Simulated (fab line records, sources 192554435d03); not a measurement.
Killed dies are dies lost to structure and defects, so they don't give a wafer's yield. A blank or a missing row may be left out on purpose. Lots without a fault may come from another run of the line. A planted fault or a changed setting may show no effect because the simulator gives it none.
A struck lot beside a sound one | flow n5_finfet | 15 steps out of a route of 1938
Sound: wafers L996.1, L996.4, L996.5. Struck: wafers L106.1, L106.3, L106.5. The cause comes at the end.
At each step with rows: each side's tool, then ch and its chambers, then its first start. Under that, the readings that differ: sound wafers | struck wafers | difference of the means | sigmas: that difference in standard deviations of wafers without a fault.
alike: readings whose means differ by less than 2 such deviations, and words and numbers that are the same on both sides. not compared: withheld readings, readings that some wafer has no value for, bounds like >300 that may hide the same value, and numbers for which the record gives no deviation and whose values overlap.
The two part at a step that has a row with sigmas, a row that says differs or no value, or rows on one side only. Numbers that don't overlap but have no deviation are shown without sigmas and don't part them. A reading that every wafer of one side lacks parts them only if that side has two wafers or more.

N5_GATE_CUT_STRIP_21: strips in N2/H2, time 30 s.
  sound on plasma_asher-02 ch 0,1, day 6 19:37; struck on plasma_asher-01 ch 0,1, day 9 10:58
  reading             | sound          | struck         | difference | sigmas
  h2_flow_sccm (sccm) | 3260 3268 3254 | 3239 3227 3228 | -29        | -3
  alike: drypump_motor_current_A, heater_power_w, n2_flow_sccm
  not compared: rf_hours_counter_h
then, 2 steps without rows for these wafers: N5_GATE_CUT_STRIP_29 (strips in post etch residue remover, time 60 s); N5_GATE_CUT_SRD_52 (time 30 s).
N5_GATE_CUT_ALD_22: deposits SiNx, target thk 16 nm, pulse time 1 s, ald cycles 320.
  sound on ald_sin-01 ch 0,3, day 6 19:46; struck on ald_sin-04 ch 0,3, day 9 11:08
  alike: heater_power_w, precursor_pulse_height_rel
  not compared: since_wet_clean_h
N5_GATE_CUT_CMP_23: polishes, stops on SiO2, t overpolish 23.4 s, target thk 16 nm.
  sound on cmp-04 ch 0,2, day 6 21:18; struck on cmp-03 ch 1,2,3, day 9 12:38
  alike: motor_current_A, overpolish_run_s, time_to_endpoint_s
N5_GATE_CUT_THK_MEAS_24:
  sound on film_metro-02, day 6 21:33; struck on film_metro-01, day 9 12:55
  alike: GC_FILL_THK
N5_GATE_CUT_CMP_43: polishes SiO2.
  sound on cmp-03 ch 0,2, day 6 21:40; struck on cmp-04 ch 0,1,3, day 9 12:57
  alike: motor_current_A
N5_GATE_CUT_CMP_61: polishes, stops on SiNx, t overpolish 3 s.
  sound on cmp-03 ch 0,2, day 6 22:05; struck on cmp-04 ch 0,1,3, day 9 13:26
  alike: motor_current_A
N5_GATE_CUT_INSPECT_26: inspects for defects (darkfield).
  sound on defect_inspect-01, day 6 22:17; struck on defect_inspect-01, day 9 13:40
  alike: raw_defect_count
then, 2 steps without rows for these wafers: N5_MOL_CONTACT_COAG_COAT_103 (time 60 s, resist thk 80 nm); N5_MOL_CONTACT_COAG_COAT_104 (time 60 s, resist thk 12 nm).
N5_MOL_CONTACT_COAG_COAT_58: time 60 s, resist thk 10 nm.
  sound on litho_track-03 ch 0, day 6 22:20; struck on litho_track-04 ch 0, day 9 13:42
  reading                  | sound                | struck               | difference | sigmas
  heater_power_total_W (W) | 390.0 390.0 392.5    | 380.8 379.8 381.0    | -10.3      | -7
  plate_temp_C (C)         | 205.10 204.98 205.21 | 200.49 200.60 200.48 | -4.57      | -27
  alike: exhaust_pa
then, 1 step without rows for these wafers: N5_MOL_CONTACT_COAG_COAT_02 (resist thk 30 nm).
-- the record jumps here: 6 days lie between the struck wafers' starts before and after (it left off in module MOL_CONTACT_COAG and takes up again in module BEOL_M4, whose first step shown is number 1111 of the route) --
N5_BEOL_M4_RC_MEAS_101:
  sound on prober-02 ch 0, day 12 17:55; struck on prober-01 ch 0, day 15 03:50
  alike: DIBL_N, DIBL_P, IOFF_N, IOFF_P, ION_N, ION_P, SS_N, SS_P, VT_N, VT_P
N5_PASSIVATION_PROBE_49:
  the record has rows for the sound wafers here (prober-02, day 17 11:48) and none for the struck ones

WHERE THEY PART
First at N5_GATE_CUT_STRIP_21; last, within this record, at N5_PASSIVATION_PROBE_49.

WHY: what the simulator had put in
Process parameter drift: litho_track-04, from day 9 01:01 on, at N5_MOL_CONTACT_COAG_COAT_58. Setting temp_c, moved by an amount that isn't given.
